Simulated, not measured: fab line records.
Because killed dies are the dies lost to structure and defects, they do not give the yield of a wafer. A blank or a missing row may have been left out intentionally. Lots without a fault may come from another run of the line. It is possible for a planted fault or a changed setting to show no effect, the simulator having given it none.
Matching of chambers :: flow n5-finfet :: rie-diel-05 running N5_SD_EPI_P_ETCH_47: 4 sister chambers
The step etches SiOCN in CH3F/O2, target depth 25 nm. 16 wafers are shown with their chamber, then 8 later ones without.

== WAFERS, EACH WITH ITS CHAMBER ==
wafer: L611.3
chamber: 0
drypump-motor-current-A (A): 5.4
throttle-valve-pct (%): 16.42
rf-vpp-V (V): 128.5

wafer: L611.5
chamber: 3
drypump-motor-current-A (A): 5.6
throttle-valve-pct (%): 16.75
rf-vpp-V (V): 129.4

wafer: L611.6
chamber: 2
drypump-motor-current-A (A): 5.5
throttle-valve-pct (%): 16.28
rf-vpp-V (V): 125.8

wafer: L616.1
chamber: 0
drypump-motor-current-A (A): 5.4
throttle-valve-pct (%): 16.44
rf-vpp-V (V): 128.3

wafer: L616.2
chamber: 1
drypump-motor-current-A (A): 6.6
throttle-valve-pct (%): 16.53
rf-vpp-V (V): 130.3

wafer: L616.5
chamber: 3
drypump-motor-current-A (A): 5.6
throttle-valve-pct (%): 16.78
rf-vpp-V (V): 129.3

wafer: L622.1
chamber: 1
drypump-motor-current-A (A): 6.7
throttle-valve-pct (%): 16.54
rf-vpp-V (V): 129.8

wafer: L622.3
chamber: 2
drypump-motor-current-A (A): 5.5
throttle-valve-pct (%): 16.32
rf-vpp-V (V): 125.9

wafer: L622.4
chamber: 3
drypump-motor-current-A (A): 5.6
throttle-valve-pct (%): 16.79
rf-vpp-V (V): 128.7

wafer: L624.1
chamber: 1
drypump-motor-current-A (A): 6.8
throttle-valve-pct (%): 16.56
rf-vpp-V (V): 130.4

wafer: L624.2
chamber: 0
drypump-motor-current-A (A): 5.4
throttle-valve-pct (%): 16.46
rf-vpp-V (V): 129.7

wafer: L624.3
chamber: 2
drypump-motor-current-A (A): 5.5
throttle-valve-pct (%): 16.32
rf-vpp-V (V): 126.9

wafer: L627.1
chamber: 0
drypump-motor-current-A (A): 5.4
throttle-valve-pct (%): 16.47
rf-vpp-V (V): 127.9

wafer: L627.4
chamber: 1
drypump-motor-current-A (A): 6.7
throttle-valve-pct (%): 16.56
rf-vpp-V (V): 128.4

wafer: L627.5
chamber: 2
drypump-motor-current-A (A): 5.5
throttle-valve-pct (%): 16.32
rf-vpp-V (V): 126.8

wafer: L630.1
chamber: 1
drypump-motor-current-A (A): 6.7
throttle-valve-pct (%): 16.57
rf-vpp-V (V): 127.4

SIGNATURES (averages over the wafers above)
reading: drypump-motor-current-A
chamber 0: 5.400
chamber 1: 6.700
chamber 2: 5.500
chamber 3: 5.600
scatter within a chamber: 0.0408

reading: throttle-valve-pct
chamber 0: 16.4475
chamber 1: 16.5520
chamber 2: 16.3100
chamber 3: 16.7733
scatter within a chamber: 0.0196

reading: rf-vpp-V
chamber 0: 128.600
chamber 1: 129.260
chamber 2: 126.350
chamber 3: 129.133
scatter within a chamber: 0.911
Rule: a wafer's distance from a chamber is the root of the sum, over the readings, of the square of ((its reading less the chamber's mean) divided by the reading's scatter). The wafer belongs to the nearest chamber; if the next one is less than 2 further off, it can't be placed. The scatter is the square root of a quotient: the sum, over the shown wafers, of each reading's squared deviation from its chamber's mean, divided by wafers minus chambers.

== WAFERS WHOSE CHAMBER IS MISSING ==
wafer: L630.5
drypump-motor-current-A (A): 5.6
throttle-valve-pct (%): 16.82
rf-vpp-V (V): 128.6

wafer: L630.6
drypump-motor-current-A (A): 5.4
throttle-valve-pct (%): 16.48
rf-vpp-V (V): 127.5

wafer: L632.1
drypump-motor-current-A (A): 6.7
throttle-valve-pct (%): 16.57
rf-vpp-V (V): 129.4

wafer: L632.3
drypump-motor-current-A (A): 5.4
throttle-valve-pct (%): 16.49
rf-vpp-V (V): 128.1

wafer: L632.5
drypump-motor-current-A (A): 5.4
throttle-valve-pct (%): 16.50
rf-vpp-V (V): 128.7

wafer: L633.2
drypump-motor-current-A (A): 6.7
throttle-valve-pct (%): 16.58
rf-vpp-V (V): 128.8

wafer: L633.4
drypump-motor-current-A (A): 5.4
throttle-valve-pct (%): 16.48
rf-vpp-V (V): 128.7

wafer: L633.6
drypump-motor-current-A (A): 5.6
throttle-valve-pct (%): 16.81
rf-vpp-V (V): 128.7

== EACH ONE'S CHAMBER ==
wafer: L630.5
from the rows above: 3
in truth: 3

wafer: L630.6
from the rows above: 0
in truth: 0

wafer: L632.1
from the rows above: 1
in truth: 1

wafer: L632.3
from the rows above: 0
in truth: 0

wafer: L632.5
from the rows above: 0
in truth: 0

wafer: L633.2
from the rows above: 1
in truth: 1

wafer: L633.4
from the rows above: 0
in truth: 0

wafer: L633.6
from the rows above: 3
in truth: 3
Correctly placed: 8 of 8. Number that these rows cannot place: 0. Number placed wrongly: 0.
